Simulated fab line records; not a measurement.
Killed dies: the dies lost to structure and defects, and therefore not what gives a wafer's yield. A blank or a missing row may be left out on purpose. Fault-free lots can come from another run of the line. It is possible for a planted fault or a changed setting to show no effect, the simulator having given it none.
Which tool did it? ; flow n5_finfet ; 11 lots, 33 wafers sampled, at 5 steps of a route of 1938

== WHAT EACH GAUGE READ, for each wafer ==
N5_BEOL_M14_CD_MEAS_10: target cd 250 nm.
lot;measured;on;cd_nm (nm)
L117;day 10 23:14;cd_sem-02;248.2 249.4 249.6
L118;day 10 23:30;cd_sem-02;250.2 250.1 248.5
L119;day 11 06:13;cd_sem-03;251.4 254.6 251.5
L120;day 11 13:59;cd_sem-02;247.9 249.6 247.6
L122;day 12 06:25;cd_sem-03;248.9 249.1 249.9
L124;day 13 00:01;cd_sem-02;251.9 251.0 250.3
L126;day 13 18:14;cd_sem-03;273.4 272.1 273.4
L127;day 14 04:13;cd_sem-01;265.1 264.6 263.2
L132;day 14 19:08;cd_sem-01;249.8 249.0 248.4
L133;day 14 21:20;cd_sem-01;251.0 249.5 251.7
L135;day 16 04:11;cd_sem-03;250.2 250.0 252.5

== WHAT TOOL EACH LOT RAN ON (gives the tool, then ch and the chambers of the sampled wafers, and finally the start) ==
lot;N5_BEOL_M13_STRIP_37;N5_BEOL_M13_PRE_CLEAN_42;N5_BEOL_M13_ANNEAL_48;N5_BEOL_M14_EXPOSE_07
L117;plasma_asher-01 ch 0,1, day 10 17:22;pvd_sputter-02, day 10 21:06;rtp_anneal-01 ch 0, day 10 21:52;krf_scanner-01 ch 0, day 10 23:04
L118;plasma_asher-01 ch 0,1, day 10 18:14;pvd_sputter-02, day 10 21:30;rtp_anneal-01 ch 0, day 10 22:08;krf_scanner-02 ch 0, day 10 23:20
L119;plasma_asher-02 ch 0,1, day 11 00:14;pvd_sputter-02, day 11 04:10;rtp_anneal-02 ch 0, day 11 04:48;krf_scanner-01 ch 0, day 11 06:02
L120;plasma_asher-02 ch 0,1, day 11 08:25;pvd_sputter-01, day 11 12:07;rtp_anneal-01 ch 0, day 11 12:35;krf_scanner-02 ch 0, day 11 13:49
L122;plasma_asher-01 ch 0,1, day 11 22:31;pvd_sputter-01, day 12 04:32;rtp_anneal-02 ch 0, day 12 05:01;krf_scanner-01 ch 0, day 12 06:15
L124;plasma_asher-01 ch 0,1, day 12 20:05;pvd_sputter-01, day 12 20:33;rtp_anneal-02 ch 0, day 12 22:37;krf_scanner-02 ch 0, day 12 23:51
L126;plasma_asher-01 ch 0,1, day 13 14:29;pvd_sputter-03, day 13 15:15;rtp_anneal-01 ch 0, day 13 16:40;krf_scanner-01 ch 0, day 13 18:04
L127;plasma_asher-02 ch 0,1, day 14 01:08;pvd_sputter-02, day 14 02:18;rtp_anneal-02 ch 0, day 14 02:56;krf_scanner-01 ch 0, day 14 04:02
L132;plasma_asher-01 ch 0,1, day 14 16:09;pvd_sputter-01, day 14 17:11;rtp_anneal-02 ch 0, day 14 17:51;krf_scanner-02 ch 0, day 14 18:58
L133;plasma_asher-01 ch 0, day 14 18:48;pvd_sputter-02, day 14 19:35;rtp_anneal-02 ch 0, day 14 20:04;krf_scanner-02 ch 0, day 14 21:10
L135;plasma_asher-01 ch 0,1, day 16 00:23;pvd_sputter-01, day 16 02:14;rtp_anneal-01 ch 0, day 16 02:43;krf_scanner-02 ch 0, day 16 04:01
- N5_BEOL_M13_STRIP_37: strips in N2/H2.
- N5_BEOL_M13_PRE_CLEAN_42: time 30 s.
- N5_BEOL_M13_ANNEAL_48: time 90 s.
- N5_BEOL_M14_EXPOSE_07: exposes mask V13.

== AS READ BY THE TOOLS THEMSELVES (means over the sampled wafers that have a number; for cases with no such wafer, the mark the record gives instead) ==
N5_BEOL_M13_STRIP_37.
lot;tool;drypump_motor_current_A (A);heater_power_w (W);oes_product_au (a.u.)
L117;plasma_asher-01;5.7;334;0.777
L118;plasma_asher-01;5.3;329;0.789
L119;plasma_asher-02;6.1;368;0.796
L120;plasma_asher-02;6.4;352;0.792
L122;plasma_asher-01;5.3;336;0.779
L124;plasma_asher-01;5.7;328;0.773
L126;plasma_asher-01;5.7;339;0.789
L127;plasma_asher-02;6.4;351;0.792
L132;plasma_asher-01;5.3;338;0.783
L133;plasma_asher-01;6.1;332;0.780
L135;plasma_asher-01;5.7;333;0.783

N5_BEOL_M13_PRE_CLEAN_42.
lot;tool;heater_power_w (W)
L117;pvd_sputter-02;321
L118;pvd_sputter-02;344
L119;pvd_sputter-02;328
L120;pvd_sputter-01;296
L122;pvd_sputter-01;340
L124;pvd_sputter-01;332
L126;pvd_sputter-03;375
L127;pvd_sputter-02;326
L132;pvd_sputter-01;303
L133;pvd_sputter-02;317
L135;pvd_sputter-01;306

N5_BEOL_M13_ANNEAL_48.
lot;tool;wafer_temp_C_max
L117;rtp_anneal-01;226.2
L118;rtp_anneal-01;226.4
L119;rtp_anneal-02;225.8
L120;rtp_anneal-01;226.4
L122;rtp_anneal-02;225.8
L124;rtp_anneal-02;225.9
L126;rtp_anneal-01;226.4
L127;rtp_anneal-02;225.6
L132;rtp_anneal-02;225.4
L133;rtp_anneal-02;225.9
L135;rtp_anneal-01;226.3

N5_BEOL_M14_EXPOSE_07.
lot;tool;exposure_dose_mJ_cm2
L117;krf_scanner-01;57.18
L118;krf_scanner-02;56.97
L119;krf_scanner-01;57.22
L120;krf_scanner-02;56.99
L122;krf_scanner-01;57.20
L124;krf_scanner-02;56.95
L126;krf_scanner-01;64.82
L127;krf_scanner-01;62.06
L132;krf_scanner-02;56.99
L133;krf_scanner-02;56.99
L135;krf_scanner-02;56.89

== THE ANSWER, worked out from the rows above alone ==
Rule: the usual values come from the lots themselves. The widest of any qualifying gaps counts: lots, ordered by their means at a reading, are off when they make up no more than a third of the lots, leave a main group of 4 or more, and stand apart from it by 3 or more times the standard deviation of that group's means. Not used: any main group whose means are identical at the precision the tables above print for the reading. A lot without any number at a reading at which 4 lots or more have one is off too. All remaining lots with rows at the step are treated as sound. The gauges are gone through in route order, then the tools' own readings, and for those a lot's mean is taken as printed above. At the first step where some lot is off, the reading lying furthest off is the one used; lots without a number count as furthest.
Off at N5_BEOL_M14_CD_MEAS_10 (cd_nm): L126, L127. Main group: mean 250.1 nm, sd 1.2.
A tool fits if, at a process step before that reading, it ran every lot that is off, and no sound lot after the first of them. The gauges at N5_BEOL_M14_CD_MEAS_10 aren't tried: what is off there is off at N5_BEOL_M14_EXPOSE_07 too, on other tools, and a gauge's error can't cause that. One fits: krf_scanner-01 at N5_BEOL_M14_EXPOSE_07. A fault onset in the window from L122 (day 12 06:15, its last sound lot) to L126 (day 13 18:04, its first lot off) fits.
The tool's own readings at N5_BEOL_M14_EXPOSE_07 bear it out: on the lots that are off they differ by more than 5 times the standard deviation of the sound lots' means. exposure_dose_mJ_cm2 reads 63.44 there against 57.04 on the sound lots.

== WHAT HAD BEEN PUT IN BY THE SIMULATOR ==
Drift in process parameters on krf_scanner-01 at N5_BEOL_M14_EXPOSE_07, starting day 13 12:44. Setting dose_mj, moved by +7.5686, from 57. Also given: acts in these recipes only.
Struck lots among those shown: L126, L127. The same result came from the rule above.
